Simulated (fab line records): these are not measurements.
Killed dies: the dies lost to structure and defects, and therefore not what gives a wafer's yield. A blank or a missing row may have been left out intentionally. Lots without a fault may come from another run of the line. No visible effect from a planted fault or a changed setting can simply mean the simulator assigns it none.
fab line records	flow n5_finfet
[record] lots = 9	wafers = 27	last_day = 17
route steps=1938 shown BEOL_M4@1111 BEOL_M8@1378 BEOL_M9@1401 PASSIVATION@1936
lots with no fault: from the same line, run without faults
start_h: hours from the record's first day to the start of the lot's first wafer shown	wait_h: hours since the lot's step before	" as in the row above	L1.1+2: one row covering several wafers at once	- either no value or no given start	* or withheld: withheld	< > ~ a bound
route shown NAME@n: names a module that has steps shown in the file, with the first one's number in the route	usual: mean/standard deviation taken from wafers without a fault	same: alike in all rows	chamber/n: place in a boat	sites: readings site by site	_std_site: the values' standard deviation	_edge_site: inner sites' mean taken away from outer sites' mean	radius_mm: how far each site lies from the wafer's centre	mask NAME#n: copy n	behind: the last tool/chamber to shape the wafer	hold: why the lot was held/for how many hours/how that ended	device: the transistor (n, p or np) that didn't switch	end of line: tests of these same wafers at the route's end	a step without rows: its recipe alone	killed: not the wafer's yield, but the dies lost to structure and defects at the first sort	map: the dies of a wafer, with x for killed, . for not killed, _ for no die there
set.NAME: the setting that was run; set.NAME@STEP: the one run at that earlier step	model.NAME: the simulator's own value behind a step, which no gauge read
steps of the route over a sample of lots; a table a step, a row a wafer
services: the hour from which a tool's chamber was out of use, counted from the record's first day as start_h (under 0 if before that day), plus the number of hours and why
[[steps]]
[step N5_BEOL_M4_RC_MEAS_101]
[usual] DIBL_N = 36.9/1.7	DIBL_P = 37.3/2.3	IOFF_N = 0.16/0.033	IOFF_P = 0.22/0.04	ION_N = 673/12	ION_P = 463/8	SS_N = 71.6/0.58	SS_P = 73.4/0.74	VT_N = 250/3.2	VT_P = -250/3.4
lot.wafer	tool	chamber	start_h	wait_h	DIBL_N[mV/V]	DIBL_P[mV/V]	IOFF_N[nA/um]	IOFF_P[nA/um]	ION_N[uA/um]	ION_P[uA/um]	SS_N[mV/dec]	SS_P[mV/dec]	VT_N[mV]	VT_P[mV]
L914.1	prober-02	0	186.13	0.0	37.3	38.3	0.18	0.23	676	460	72.1	73.7	249	-249
L914.2	"	0	"	"	36.1	37.8	0.16	0.22	668	464	71.6	72.9	252	-250
L914.3	"	0	"	"	36.7	38.3	0.18	0.24	684	475	72.0	72.8	247	-249
L917.4	prober-02	0	205.12	0.5	36.4	38.5	0.17	0.25	664	460	72.0	73.9	248	-251
L917.5	"	0	"	"	37.5	39.4	0.19	0.26	675	465	71.8	73.2	248	-251
L917.6	"	0	"	"	35.8	37.3	0.16	0.23	666	461	71.3	73.3	248	-249
L921.2	prober-02	0	225.60	0.2	38.0	39.0	0.20	0.30	690	487	71.6	73.9	245	-242
L921.3	"	0	"	"	37.7	38.5	0.17	0.29	669	474	71.6	74.0	251	-245
L921.6	"	0	"	"	37.2	37.2	0.16	0.25	673	471	71.3	72.9	251	-245
L924.1	prober-01	0	254.55	0.0	38.1	38.6	0.20	0.26	680	467	71.4	74.6	246	-248
L924.2	"	0	"	"	38.3	38.1	0.19	0.25	689	469	71.6	73.7	245	-248
L924.5	"	0	"	"	38.3	37.8	0.18	0.24	686	465	72.5	73.2	245	-248
L925.1	prober-02	0	254.92	0.0	38.1	37.7	0.17	0.26	676	469	71.7	73.6	250	-247
L925.5	"	0	"	"	38.0	36.8	0.17	0.22	674	462	71.7	73.1	248	-252
L925.6	"	0	"	"	36.9	36.9	0.17	0.24	699	477	71.6	73.4	249	-249
L929.2	prober-01	0	271.95	0.2	36.9	35.1	0.13	0.20	654	456	71.3	73.8	256	-252
L929.3	"	0	"	"	36.1	35.2	0.13	0.20	661	458	71.1	73.1	254	-251
L929.6	"	0	"	"	35.7	34.5	0.13	0.19	661	453	71.7	73.3	252	-251
L928.1	prober-01	0	273.88	0.0	37.3	38.6	0.19	0.23	678	463	72.3	73.4	248	-248
L928.4	"	0	"	"	36.8	38.4	0.18	0.25	676	463	71.2	73.5	249	-247
L928.5	"	0	"	"	36.2	38.2	0.16	0.23	669	460	71.0	73.0	252	-247
L930.2	prober-01	0	290.96	0.2	37.6	36.4	0.15	0.21	677	470	71.0	72.8	250	-252
L930.5	"	0	"	"	38.5	37.8	0.17	0.23	697	476	71.4	73.7	248	-249
L930.6	"	0	"	"	38.1	37.8	0.17	0.23	670	462	71.7	72.7	251	-250
L934.2	prober-02	0	311.07	0.2	36.1	35.9	0.13	0.19	649	447	71.3	72.5	254	-250
L934.4	"	0	"	"	38.0	37.9	0.15	0.22	676	464	71.4	73.6	252	-249
L934.5	"	0	"	"	37.1	36.7	0.14	0.20	662	456	70.7	73.4	252	-253
[step N5_BEOL_M8_ETCH_41]
[recipe] chemistry = CH3F/O2	target = SiCN	target_depth_a = 319	taper_deg = 2	time_s = 57.8	ion_energy_ev = 120	mask_material = TiN	pressure_mtorr = 30	source_w = 395	bias_w = 75	Ar_flow_sccm = 150	CH3F_flow_sccm = 30	O2_flow_sccm = 20
[usual] drypump_motor_current_A = 5.8/0.33	oes_product_au = 0.83/0.067	rf_vpp_V = 297.8/1.1	showerhead_plenum_p_Torr = 2.03/0.05	throttle_valve_pct = 16.22/0.27
lot.wafer	tool	chamber	start_h	wait_h	drypump_motor_current_A	oes_product_au	rf_hours_counter_h	rf_vpp_V	showerhead_plenum_p_Torr	throttle_valve_pct
L914.1	rie_diel-01	3	-	-	5.3	0.86	40	299.5	2.13	16.42
L914.2	"	1	"	"	6.0	0.94	9	295.4	1.96	16.07
L914.3	"	0	"	"	6.0	0.85	62	298.7	2.10	16.12
L917.4	rie_diel-02	2	-	-	6.2	0.85	66	297.6	2.02	15.91
L917.5	"	2	"	"	6.2	0.86	-	298.2	2.02	15.91
L917.6	"	3	"	"	5.5	0.84	-	299.5	2.04	15.92
L921.2	rie_diel-02	0	-	-	6.0	0.82	86	296.5	2.02	16.14
L921.3	"	3	"	"	5.5	0.84	48	296.7	2.04	15.93
L921.6	"	2	"	"	6.2	0.85	-	298.4	2.01	15.93
L925.1	rie_diel-01	2	-	-	5.9	0.97	6	298.9	2.05	16.10
L925.5	"	1	"	"	6.0	0.87	-	297.1	1.95	16.12
L925.6	"	0	"	"	6.0	0.80	-	298.9	2.09	16.19
L924.1	rie_diel-02	3	-	-	5.5	0.81	60	298.1	2.04	15.94
L924.2	"	2	"	"	6.2	0.84	84	297.7	2.01	15.94
L924.5	"	2	"	"	6.2	0.84	-	298.2	2.01	15.95
L929.2	rie_diel-02	0	-	-	6.0	0.80	103	297.1	2.01	16.16
L929.3	"	2	"	"	6.2	0.83	88	299.1	2.01	15.95
L929.6	"	0	"	"	6.0	0.80	-	297.9	2.01	16.16
L928.1	rie_diel-06	0	-	-	6.2	0.84	74	296.1	1.94	16.43
L928.4	"	0	"	"	6.2	0.84	-	294.9	1.94	16.48
L928.5	"	2	"	"	5.7	0.82	-	296.9	1.94	16.24
L930.2	rie_diel-06	1	-	-	6.5	0.84	68	296.9	2.02	16.48
L930.5	"	2	"	"	5.7	0.81	-	295.5	1.94	16.25
L930.6	"	1	"	"	6.6	0.84	-	297.1	2.02	16.48
L934.2	rie_diel-02	2	-	-	6.2	0.82	103	298.7	2.00	15.99
L934.4	"	0	"	"	6.0	0.78	117	296.9	2.01	16.18
L934.5	"	1	"	"	5.5	0.95	-	297.9	2.06	16.45
[step N5_BEOL_M8_ALD_77]
[recipe] material = TaN	target_thk_a = 20	temp_c = 275	ald_precursor_family = PDMAT	ald_co_reactant = NH3	pressure_torr = 3	carrier_flow_sccm = 1500	pulse_time_s = 2	purge_time_s = 3	co_reactant_purge_time_s = 2	co_reactant_pulse_time_s = 3	ald_cycles = 40	precursor_vessel_temp_c = 75	precursor_vessel_pressure_torr = 26.25	precursor_vessel_carrier_sccm = 1000
[usual] heater_power_w = 404/43	mfc_carrier_sccm = 1499/4.2
lot.wafer	tool	chamber	start_h	wait_h	heater_power_w	mfc_carrier_sccm	since_wet_clean_h
L914.1	ald_metal-03	2	220.87	0.0	442	1493	1422
L914.2	"	1	"	"	382	1493	1422
L914.3	"	0	"	"	453	1499	1422
L917.4	ald_metal-02	1	243.44	0.2	446	1495	-
L917.5	"	2	"	"	415	1494	-
L917.6	"	3	"	"	338	1501	-
L921.2	ald_metal-04	2	258.73	0.1	440	1498	2999
L921.3	"	3	"	"	423	1489	2999
L921.6	"	1	"	"	350	1503	-
L925.1	ald_metal-03	2	295.77	0.1	433	1496	1497
L925.5	"	3	"	"	375	1503	-
L925.6	"	0	"	"	442	1503	-
L924.1	ald_metal-03	1	296.03	0.1	388	1504	1497
L924.2	"	0	"	"	462	1499	1497
L924.5	"	0	"	"	457	1494	-
L929.2	ald_metal-04	0	307.06	0.0	354	1505	3047
L929.3	"	2	"	"	448	1500	3047
L929.6	"	1	"	"	351	1496	-
L928.1	ald_metal-04	0	315.37	0.1	356	1499	3055
L928.4	"	1	"	"	347	1495	3055
L928.5	"	2	"	"	436	1501	-
L930.2	ald_metal-03	1	325.84	0.1	389	1494	1527
L930.5	"	3	"	"	381	1498	-
L930.6	"	0	"	"	445	1504	-
L934.2	ald_metal-04	1	343.12	0.0	356	1499	3083
L934.4	"	2	"	"	448	1494	3083
L934.5	"	1	"	"	358	1494	-
[step N5_BEOL_M8_SURFACE_TREAT_79]
[recipe] gas = Ar	time_s = *	ion_energy_ev = *	ion_current_ma_cm2 = 0.5	pressure_mtorr = *	ar_flow_sccm = 30
[usual] throttle_valve_pct = *
lot.wafer	tool	chamber	start_h	wait_h	throttle_valve_pct
L914.1	pvd_sputter-01	-	221.29	0.3	*
L914.2	"	-	"	"	*
L914.3	"	-	"	"	*
L917.4	pvd_sputter-03	-	243.70	0.1	*
L917.5	"	-	"	"	*
L917.6	"	-	"	"	*
L921.2	pvd_sputter-02	-	260.30	1.4	*
L921.3	"	-	"	"	*
L921.6	"	-	"	"	*
L925.1	pvd_sputter-03	-	296.09	0.2	*
L925.5	"	-	"	"	*
L925.6	"	-	"	"	*
L924.1	pvd_sputter-01	-	296.45	0.3	*
L924.2	"	-	"	"	*
L924.5	"	-	"	"	*
L929.2	pvd_sputter-02	-	307.46	0.3	*
L929.3	"	-	"	"	*
L929.6	"	-	"	"	*
L928.1	pvd_sputter-01	-	315.66	0.2	*
L928.4	"	-	"	"	*
L928.5	"	-	"	"	*
L930.2	pvd_sputter-01	-	326.20	0.2	*
L930.5	"	-	"	"	*
L930.6	"	-	"	"	*
L934.2	pvd_sputter-02	-	343.46	0.2	*
L934.4	"	-	"	"	*
L934.5	"	-	"	"	*
[step N5_BEOL_M9_ILD_DEP_00]
[recipe] material = SiCOH_lowk	target_thk_a = 3085.1	temp_c = 300	precursor = DEMS/porogen	pressure_torr = 5	rf_w = 500	time_s = 58
[usual] chamber_pressure_Torr = 5.000/0.011	heater_power_outer_w = 148/45	heater_power_w = 318/78	showerhead_plenum_p_Torr = 5.735/0.011	throttle_valve_pct = 13.7/0.55
lot.wafer	tool	chamber	start_h	wait_h	chamber_pressure_Torr	heater_power_outer_w	heater_power_w	showerhead_plenum_p_Torr	since_wet_clean_h	throttle_valve_pct
L914.1	pecvd-01	0	222.52	0.0	4.984	199	390	5.752	1108	14.1
L914.2	"	2	"	"	4.980	225	466	5.734	354	13.1
L914.3	"	1	"	"	4.995	234	436	5.724	1833	13.9
L917.4	pecvd-01	1	245.53	0.1	5.021	230	444	5.729	-	14.1
L917.5	"	0	"	"	4.986	206	412	5.754	-	14.2
L917.6	"	2	"	"	5.010	192	424	5.713	-	13.2
L921.2	pecvd-01	2	261.54	0.0	4.994	207	445	5.719	393	13.0
L921.3	"	1	"	"	5.000	217	428	5.730	1872	14.2
L921.6	"	0	"	"	5.009	142	331	5.761	-	14.1
L925.1	pecvd-04	0	297.70	0.0	4.994	144	312	5.726	820	13.9
L925.5	"	1	"	"	4.999	80	202	5.736	-	13.5
L925.6	"	0	"	"	4.999	153	311	5.721	-	14.0
L924.1	pecvd-04	2	299.36	0.0	5.008	141	302	5.739	68	13.0
L924.2	"	1	"	"	5.007	89	222	5.745	1547	13.6
L924.5	"	2	"	"	5.011	147	318	5.720	-	12.8
L929.2	pecvd-01	0	309.17	0.0	-	-	-	-	-	-
L929.3	"	2	"	"	-	-	-	-	-	-
L929.6	"	0	"	"	-	-	-	-	-	-
L928.1	pecvd-04	1	317.50	0.0	-	-	-	-	-	-
L928.4	"	1	"	"	-	-	-	-	-	-
L928.5	"	0	"	"	-	-	-	-	-	-
L930.2	pecvd-04	0	328.42	0.0	-	-	-	-	-	-
L930.5	"	1	"	"	-	-	-	-	-	-
L930.6	"	2	"	"	-	-	-	-	-	-
L934.2	pecvd-04	1	344.73	0.0	5.015	98	230	5.736	1592	13.8
L934.4	"	0	"	"	4.999	114	261	5.740	-	13.9
L934.5	"	1	"	"	5.001	105	233	5.718	-	13.8
[step N5_BEOL_M9_OCD_MEAS_38]
[usual] trench_depth_nm = 152.1/2.9
lot.wafer	tool	chamber	start_h	wait_h	trench_depth_nm
L914.1	ocd-02	-	230.03	-	148.9
L914.2	"	-	"	"	156.3
L914.3	"	-	"	"	147.1
L917.4	ocd-01	-	251.67	-	158.2
L917.5	"	-	"	"	156.8
L917.6	"	-	"	"	150.8
L921.2	ocd-02	-	272.17	-	152.1
L921.3	"	-	"	"	151.0
L921.6	"	-	"	"	155.7
L925.1	ocd-01	-	301.21	-	151.8
L925.5	"	-	"	"	154.0
L925.6	"	-	"	"	150.5
L924.1	ocd-02	-	304.26	-	156.3
L924.2	"	-	"	"	155.3
L924.5	"	-	"	"	156.8
L929.2	ocd-02	-	313.71	-	-
L929.3	"	-	"	"	-
L929.6	"	-	"	"	-
L928.1	ocd-02	-	324.56	-	-
L928.4	"	-	"	"	-
L928.5	"	-	"	"	-
L930.2	ocd-02	-	331.99	-	-
L930.5	"	-	"	"	-
L930.6	"	-	"	"	-
L934.2	ocd-02	-	349.19	-	154.0
L934.4	"	-	"	"	151.5
L934.5	"	-	"	"	150.5
[step N5_PASSIVATION_PROBE_49]
[usual] defect_limited_yield = 91.2/1.3	killed_at_M0_to_M3 = 34/10	killed_at_M4_up = 13/4.6	killed_at_contacts = 13/5.5	killed_at_front_end = 41/12	killed_at_other = 2.8/2.4	killed_dies = 104/16	killed_on_rim = 14/4.2	killed_open = 67/12	killed_short = 33/7.2	sort_bin_5_function = 5.1/0.86	sort_bin_6_memory = 3.3/0.62	sort_bin_8_speed = 0.00/0.014	sort_n_pass = 1076/16
[same] gross_dies = 1180	killed_at_back_side = 0	sort_bin_4_leakage[%] = 0
lot.wafer	tool	chamber	start_h	wait_h	defect_limited_yield[%]	killed_at_M0_to_M3	killed_at_M4_up	killed_at_contacts	killed_at_front_end	killed_at_other	killed_dies	killed_on_rim	killed_open	killed_short	sort_bin_5_function[%]	sort_bin_6_memory[%]	sort_bin_8_speed[%]	sort_n_pass
L914.1	prober-01	-	298.87	0.0	88.5	30	19	27	58	2	136	15	100	33	6.9	4.2	0	1044
L914.2	prober-01	-	298.92	0.1	92.0	21	19	9	38	7	94	11	57	36	5.0	2.7	0	1086
L914.3	prober-01	-	298.97	0.1	92.5	20	16	8	39	6	89	11	59	28	4.7	2.6	0	1091
L917.4	prober-01	-	317.37	0.2	91.4	35	10	7	50	0	102	15	68	30	4.7	3.7	0	1078
L917.5	prober-01	-	317.42	0.2	91.3	34	17	17	34	1	103	4	68	28	4.8	3.6	0	1077
L917.6	prober-01	-	317.47	0.3	89.8	35	15	11	56	3	120	21	89	25	5.7	4.4	0	1060
L921.2	prober-02	-	335.66	0.1	89.2	38	19	16	52	2	127	22	92	29	6.4	4.0	0	1053
L921.3	prober-02	-	335.71	0.1	89.9	37	14	19	49	0	119	14	67	44	5.9	3.4	0	1061
L921.6	prober-02	-	335.86	0.3	90.7	33	13	21	41	2	110	14	69	41	6.4	2.5	0	1070
L925.1	prober-02	-	358.99	0.0	90.9	38	13	11	45	0	107	22	65	38	5.1	3.4	0	1073
L925.5	prober-02	-	359.19	0.2	90.8	30	18	5	55	0	108	16	74	32	5.9	2.9	0	1072
L925.6	prober-02	-	359.24	0.3	90.7	24	14	16	55	1	110	19	69	31	5.6	2.6	0	1070
L929.2	prober-02	-	368.49	0.1	0	8	1161	1	8	2	1180	152	12	6	71.6	3.1	0	0
L929.3	prober-02	-	368.54	0.1	0	13	1158	1	8	0	1180	152	14	9	73.7	2.7	0	0
L929.6	prober-02	-	368.69	0.3	0	6	1161	1	10	2	1180	152	15	9	72.3	2.9	0	0
L924.1	prober-01	-	376.01	0.0	92.2	27	18	13	33	1	92	15	55	33	4.3	2.9	0	1088
L924.2	prober-01	-	376.06	0.1	94.2	16	9	5	35	4	69	7	45	17	3.3	2.2	0.17	1111
L924.5	prober-01	-	376.21	0.2	92.2	21	12	8	47	4	92	8	57	30	4.4	3.2	0	1088
L928.1	prober-02	-	385.30	0.0	0	6	1165	2	6	1	1180	152	6	9	73.1	2.8	0	0
L928.4	prober-02	-	385.45	0.2	0	11	1163	1	5	0	1180	152	14	4	72.4	2.8	0	0
L928.5	prober-02	-	385.50	0.2	0	6	1163	1	7	3	1180	152	9	8	70.5	4.4	0	0
L930.2	prober-01	-	390.48	0.1	0	4	1169	1	6	0	1180	152	5	7	74.0	3.3	0	0
L930.5	prober-01	-	390.63	0.2	0	7	1156	2	15	0	1180	152	17	7	71.1	3.1	0	0
L930.6	prober-01	-	390.68	0.3	0	5	1161	3	10	1	1180	152	11	9	72.4	3.2	0	0
L934.2	prober-02	-	407.18	0.1	90.9	49	14	4	34	6	107	22	71	33	5.3	3.6	0	1073
L934.4	prober-02	-	407.28	0.2	89.9	53	19	3	37	7	119	14	58	50	6.2	2.8	0	1061
L934.5	prober-02	-	407.33	0.2	94.6	37	3	2	21	1	64	12	35	29	2.6	2.5	0	1116
// killed by level:class
L914.1 MOL_CONTACT_COAG:geometric_particle:open=21 STI_FIN_REVEAL:geometric_particle:open=19 BEOL_M4:geometric_particle:open=12 FIN_SAQP:geometric_particle:open=10 BEOL_M3:geometric_particle:open=10 FIN_SAQP:geometric_particle:short=8 MOL_CONTACT_COAG:geometric_particle:short=6 STI_FIN_REVEAL:geometric_particle:short=5
L914.2 FIN_SAQP:geometric_particle:open=10 BEOL_M3:geometric_particle:open=7 STI_FIN_REVEAL:geometric_particle:open=7 FIN_SAQP:geometric_particle:short=6 MOL_CONTACT_COAG:geometric_particle:open=6 BEOL_M4:geometric_particle:open=6 BEOL_M4:geometric_particle:short=6 BEOL_M0_SAQP:geometric_particle:open=3
L914.3 FIN_SAQP:geometric_particle:open=12 FIN_SAQP:geometric_particle:short=11 MOL_CONTACT_COAG:geometric_particle:open=7 BEOL_M4:geometric_particle:open=7 STI_FIN_REVEAL:geometric_particle:open=5 BEOL_M3:geometric_particle:open=5 BEOL_M0:geometric_particle:open=4 BEOL_M0_SAQP:geometric_particle:short=3
L917.4 STI_FIN_REVEAL:geometric_particle:open=17 BEOL_M3:geometric_particle:open=7 BEOL_M1:geometric_particle:open=7 FIN_SAQP:geometric_particle:short=6 BEOL_M0_SAQP:geometric_particle:open=6 BEOL_M2:geometric_particle:open=6 GATE_CUT:geometric_particle:short=5 FIN_SAQP:geometric_particle:open=4
L917.5 MOL_CONTACT_COAG:geometric_particle:open=14 BEOL_M0_SAQP:geometric_particle:short=9 DUMMY_GATE:geometric_particle:open=7 BEOL_M3:geometric_particle:open=7 GATE_CUT:geometric_particle:short=6 BEOL_M4:geometric_particle:open=6 BEOL_M2:geometric_particle:open=5 STI_FIN_REVEAL:geometric_particle:open=4
L917.6 DUMMY_GATE:geometric_particle:open=21 MOL_CONTACT_COAG:geometric_particle:open=10 STI_FIN_REVEAL:geometric_particle:open=9 BEOL_M0_SAQP:geometric_particle:short=7 FIN_SAQP:geometric_particle:open=6 BEOL_M0_SAQP:geometric_particle:open=6 BEOL_M3:geometric_particle:open=6 BEOL_M5:geometric_particle:open=6
L921.2 MOL_CONTACT_COAG:geometric_particle:open=14 BEOL_M2:geometric_particle:open=11 BEOL_M4:geometric_particle:open=10 FIN_SAQP:geometric_particle:open=8 GATE_CUT:geometric_particle:open=7 BEOL_M3:geometric_particle:open=7 DUMMY_GATE:geometric_particle:open=6 GATE_CUT:geometric_particle:short=6
L921.3 MOL_CONTACT_COAG:geometric_particle:open=14 BEOL_M0_SAQP:geometric_particle:open=10 STI_FIN_REVEAL:geometric_particle:open=9 BEOL_M0_SAQP:geometric_particle:short=9 BEOL_M4:geometric_particle:open=8 HKMG_FIN:area_etch=7 FIN_SAQP:geometric_particle:short=6 BEOL_M1:geometric_particle:short=6
L921.6 MOL_CONTACT_COAG:geometric_particle:open=15 BEOL_M3:geometric_particle:open=11 STI_FIN_REVEAL:geometric_particle:open=8 BEOL_M4:geometric_particle:open=8 BEOL_M0_SAQP:geometric_particle:short=7 FIN_SAQP:geometric_particle:open=6 GATE_CUT:geometric_particle:short=6 MOL_CONTACT_COAG:geometric_particle:short=6
L925.1 STI_FIN_REVEAL:geometric_particle:open=9 BEOL_M1:geometric_particle:open=8 BEOL_M0_SAQP:geometric_particle:open=7 FIN_SAQP:geometric_particle:open=6 MOL_CONTACT_COAG:geometric_particle:short=6 BEOL_M2:geometric_particle:open=6 DUMMY_GATE:geometric_particle:open=5 GATE_CUT:geometric_particle:short=5
L925.5 STI_FIN_REVEAL:geometric_particle:open=13 BEOL_M0_SAQP:geometric_particle:short=10 GATE_CUT:geometric_particle:short=10 BEOL_M0_SAQP:geometric_particle:open=9 GATE_CUT:geometric_particle:open=8 BEOL_M4:geometric_particle:open=7 MOL_CONTACT_COAG:geometric_particle:open=5 DUMMY_GATE:geometric_particle:open=5
L925.6 MOL_CONTACT_COAG:geometric_particle:open=12 GATE_CUT:geometric_particle:short=11 BEOL_M4:geometric_particle:open=10 STI_FIN_REVEAL:geometric_particle:open=9 FIN_SAQP:geometric_particle:open=8 HKMG_FIN:area_etch=8 BEOL_M3:geometric_particle:open=7 FIN_SAQP:geometric_particle:short=5
L929.2 BEOL_M9:lost_pattern=1156 BEOL_M9:area_dep=5 BEOL_M1:geometric_particle:open=4 STI_FIN_REVEAL:geometric_particle:open=2 BEOL_M0_SAQP:geometric_particle:short=2 FIN_SAQP:geometric_particle:open=1 FIN_SAQP:geometric_particle:short=1 STI_FIN_REVEAL:geometric_particle:short=1
L929.3 BEOL_M9:lost_pattern=1153 BEOL_M1:geometric_particle:open=4 BEOL_M9:area_dep=4 BEOL_M2:geometric_particle:open=3 BEOL_M2:geometric_particle:short=3 DUMMY_GATE:geometric_particle:open=2 GATE_CUT:geometric_particle:open=2 BEOL_M0_SAQP:geometric_particle:open=2
L929.6 BEOL_M9:lost_pattern=1154 DUMMY_GATE:geometric_particle:open=3 BEOL_M4:geometric_particle:open=3 STI_FIN_REVEAL:geometric_particle:open=2 BEOL_M0:geometric_particle:open=2 BEOL_M9:area_dep=2 FIN_SAQP:geometric_particle:open=1 SPACER0:geometric_particle:short=1
L924.1 FIN_SAQP:geometric_particle:open=17 MOL_CONTACT_COAG:geometric_particle:open=9 BEOL_M0_SAQP:geometric_particle:short=7 BEOL_M0_SAQP:geometric_particle:open=7 FIN_SAQP:geometric_particle:short=4 GATE_CUT:geometric_particle:short=4 MOL_CONTACT_COAG:geometric_particle:short=4 BEOL_M3:geometric_particle:open=3
L924.2 FIN_SAQP:geometric_particle:open=13 FIN_SAQP:geometric_particle:short=7 STARTING-WAFER:geometric_particle:open=6 MOL_CONTACT_COAG:geometric_particle:open=5 BEOL_M2:geometric_particle:open=3 STARTING-WAFER:geometric_particle:short=3 GATE_CUT:geometric_particle:open=2 BEOL_M0_SAQP:geometric_particle:open=2
L924.5 FIN_SAQP:geometric_particle:open=16 FIN_SAQP:geometric_particle:short=10 MOL_CONTACT_COAG:geometric_particle:open=7 BEOL_M2:geometric_particle:open=5 BEOL_M3:geometric_particle:open=4 FIN_CUT:geometric_particle:open=3 SPACER0:geometric_particle:short=3 GATE_CUT:geometric_particle:short=3
L928.1 BEOL_M9:lost_pattern=1162 FIN_SAQP:geometric_particle:short=3 BEOL_M9:area_dep=3 BEOL_M0_SAQP:geometric_particle:short=2 BEOL_M2:geometric_particle:open=2 GATE_CUT:geometric_particle:open=1 MOL_CONTACT_COAG:geometric_particle:open=1 MOL_CONTACT_COAG:geometric_particle:short=1
L928.4 BEOL_M9:lost_pattern=1157 BEOL_M2:geometric_particle:open=6 BEOL_M9:area_dep=5 BEOL_M3:geometric_particle:open=2 FIN_SAQP:geometric_particle:open=1 DUMMY_GATE:geometric_particle:open=1 ILD0:geometric_particle:open=1 GATE_CUT:geometric_particle:short=1
L928.5 BEOL_M9:lost_pattern=1156 BEOL_M9:area_dep=6 BEOL_M0_SAQP:geometric_particle:short=3 FIN_SAQP:geometric_particle:short=2 DUMMY_GATE:geometric_particle:open=2 BEOL_M0:geometric_particle:open=2 FIN_SAQP:geometric_particle:open=1 HKMG_FIN:geometric_particle:open=1
L930.2 BEOL_M9:lost_pattern=1162 BEOL_M9:area_dep=6 STI_FIN_REVEAL:geometric_particle:open=2 BEOL_M0_SAQP:geometric_particle:short=2 FIN_SAQP:geometric_particle:short=1 STI_FIN_REVEAL:geometric_particle:short=1 ILD0:geometric_particle:short=1 GATE_CUT:geometric_particle:short=1
L930.5 BEOL_M9:lost_pattern=1150 STI_FIN_REVEAL:geometric_particle:open=7 BEOL_M9:area_dep=6 FIN_SAQP:geometric_particle:short=3 BEOL_M0_SAQP:geometric_particle:open=3 BEOL_M1:geometric_particle:open=2 DUMMY_GATE:geometric_particle:open=2 MOL_CONTACT_COAG:geometric_particle:short=2
L930.6 BEOL_M9:lost_pattern=1153 BEOL_M9:area_dep=7 GATE_CUT:geometric_particle:short=5 MOL_CONTACT_COAG:geometric_particle:open=3 STI_FIN_REVEAL:geometric_particle:open=2 ILD0:geometric_particle:short=2 BEOL_M2:geometric_particle:open=2 BEOL_M0:geometric_particle:open=1
L934.2 BEOL_M2:geometric_particle:open=11 BEOL_M3:geometric_particle:open=9 STI_FIN_REVEAL:geometric_particle:open=7 BEOL_M0_SAQP:geometric_particle:open=7 BEOL_M1:geometric_particle:open=6 FIN_SAQP:geometric_particle:short=5 MOL_CONTACT_COAG:geometric_particle:open=4 BEOL_M0_SAQP:geometric_particle:short=4
L934.4 BEOL_M0_SAQP:geometric_particle:short=19 FIN_SAQP:geometric_particle:short=11 BEOL_M0_SAQP:geometric_particle:open=11 BEOL_M4:geometric_particle:open=9 STI_FIN_REVEAL:geometric_particle:open=6 BEOL_M3:geometric_particle:open=5 HKMG_FIN:area_etch=5 BEOL_M1:geometric_particle:open=4
L934.5 BEOL_M0_SAQP:geometric_particle:short=12 BEOL_M0_SAQP:geometric_particle:open=9 BEOL_M2:geometric_particle:open=7 FIN_SAQP:geometric_particle:short=4 BEOL_M2:geometric_particle:short=4 FIN_SAQP:geometric_particle:open=3 STARTING-WAFER:geometric_particle:short=3 STARTING-WAFER:geometric_particle:open=3
[[services]]
tool	chamber	start_h	hours	kind
pecvd-04	2	202.38	-	clean
pecvd-04	2	202.38	-	consumable_replace:showerhead
pecvd-04	2	202.38	29.0	scheduled_down
pecvd-04	2	202.38	29.0	vent_cycle
rie_diel-01	2	218.92	9.9	repair
rie_diel-02	0	219.88	3.8	repair
ald_metal-02	0	242.32	4.1	repair
rie_diel-01	2	254.45	7.3	repair
rie_diel-01	2	261.77	-	clean
rie_diel-01	2	261.77	-	consumable_replace:focus_ring
rie_diel-01	2	261.77	11.2	scheduled_down
rie_diel-01	2	261.77	11.2	vent_cycle
ald_metal-04	2	262.36	26.9	repair
pecvd-01	-	266.59	2.8	pm
pecvd-04	0	287.85	5.5	scheduled_down
rie_diel-02	1	302.20	-	clean
rie_diel-02	1	302.20	-	consumable_replace:focus_ring
rie_diel-02	1	302.20	17.0	scheduled_down
rie_diel-02	1	302.20	17.0	vent_cycle
rie_diel-06	3	303.32	-	clean
rie_diel-06	3	303.32	-	consumable_replace:focus_ring
rie_diel-06	3	303.32	15.4	scheduled_down
rie_diel-01	2	315.73	7.1	repair
ald_metal-03	0	338.87	1.8	repair
[[key]]
[first_sign] step = N5_BEOL_M9_ILD_DEP_00	reading = tool_record	direction = missing
[effect] step = N5_BEOL_M9_OCD_MEAS_38	reading = trench_depth_nm	direction = missing
[effect] step = N5_PASSIVATION_PROBE_49	reading = killed_at_M4_up	direction = up	sigmas = 99+	usual = 13	struck = 1162
met_at N5_BEOL_M9_ILD_DEP_00
struck_lots L928,L929,L930
later_rows_left_out L928.1,L928.4,L928.5,L929.2,L929.3,L929.6,L930.2,L930.5,L930.6
not_acting_at N5_BEOL_M8_ETCH_41,N5_BEOL_M8_ALD_77,N5_BEOL_M8_SURFACE_TREAT_79
onset_between 299.36 309.17
[fault] kind = skipped_step_whole	tool = pecvd-01,pecvd-04	chamber = -	onset_h = 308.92	steps = N5_BEOL_M9_ILD_DEP_00	scope = struck_lots_only
// later_rows_left_out: the simulator's readings of these wafers behind a module that went badly wrong aren't trusted and aren't shown, but for the sort
